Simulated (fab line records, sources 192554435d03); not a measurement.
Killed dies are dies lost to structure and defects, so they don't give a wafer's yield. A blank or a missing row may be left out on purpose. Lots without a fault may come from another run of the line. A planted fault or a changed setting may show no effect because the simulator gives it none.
Chamber matching | flow n5_finfet | N5_BEOL_M8_ILD_DEP_00 on pecvd-03: 3 sister chambers
The step deposits SiCOH lowk from DEMS/porogen, target thk 179.75 nm, time 33.4 s. 18 wafers are shown with their chamber, then 9 later ones without.

WAFERS WITH THEIR CHAMBER
wafer  | chamber | throttle_valve_pct (%) | heater_power_w (W) | showerhead_plenum_p_Torr (Torr)
L074.1 | 0       | 13.7                   | 356                | 5.739
L074.3 | 2       | 12.1                   | 386                | 5.746
L074.4 | 1       | 14.7                   | 343                | 5.746
L077.1 | 0       | 13.6                   | 395                | 5.736
L077.4 | 2       | 12.2                   | 384                | 5.742
L077.5 | 0       | 13.8                   | 380                | 5.726
L076.1 | 1       | 14.5                   | 311                | 5.749
L076.2 | 2       | 12.4                   | 375                | 5.755
L076.4 | 0       | 13.6                   | 372                | 5.743
L083.1 | 0       | 14.0                   | 360                | 5.737
L083.4 | 1       | 14.9                   | 324                | 5.741
L083.5 | 0       | 13.7                   | 356                | 5.724
L089.1 | 2       | 12.5                   | 416                | 5.741
L089.4 | 2       | 12.3                   | 413                | 5.748
L089.5 | 1       | 14.8                   | 360                | 5.718
L094.2 | 1       | 14.3                   | 360                | 5.746
L094.3 | 2       | 12.6                   | 381                | 5.734
L094.5 | 1       | 14.9                   | 356                | 5.738

SIGNATURES (means of the wafers above)
reading                  | chamber 0 | chamber 1 | chamber 2 | scatter within a chamber
throttle_valve_pct       | 13.733    | 14.683    | 12.350    | 0.196
heater_power_w           | 369.83    | 342.33    | 392.50    | 18
showerhead_plenum_p_Torr | 5.73417   | 5.73967   | 5.74433   | 0.00886
Rule: a wafer's distance from a chamber is the root of the sum, over the readings, of the square of ((its reading less the chamber's mean) divided by the reading's scatter). The wafer belongs to the nearest chamber; if the next one is less than 2 further off, it can't be placed. The scatter: the root of (the sum of the squares of (reading less its chamber's mean) over the shown wafers, divided by (wafers less chambers)).

WAFERS WITHOUT THEIR CHAMBER
wafer  | throttle_valve_pct (%) | heater_power_w (W) | showerhead_plenum_p_Torr (Torr)
L095.1 | 12.5                   | 358                | 5.754
L095.2 | 13.9                   | 368                | 5.735
L095.3 | 14.5                   | 374                | 5.727
L095.4 | 14.0                   | 377                | 5.729
L095.5 | 12.1                   | 376                | 5.730
L095.6 | 15.0                   | 286                | 5.743
L097.3 | 14.6                   | 367                | 5.729
L097.5 | 14.6                   | 305                | 5.744
L097.6 | 12.6                   | 406                | 5.733

WHICH CHAMBER EACH WENT THROUGH
wafer  | from the rows above     | in truth
L095.1 | 2                       | 2
L095.2 | 0                       | 0
L095.3 | can't be placed: 1 or 0 | 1
L095.4 | 0                       | 0
L095.5 | 2                       | 2
L095.6 | 1                       | 1
L097.3 | 1                       | 1
L097.5 | 1                       | 1
L097.6 | 2                       | 2
Placed correctly: 8 of 9. Can't be placed from these rows: 1 (the true chamber is among the candidates in 1). Placed wrongly: 0.
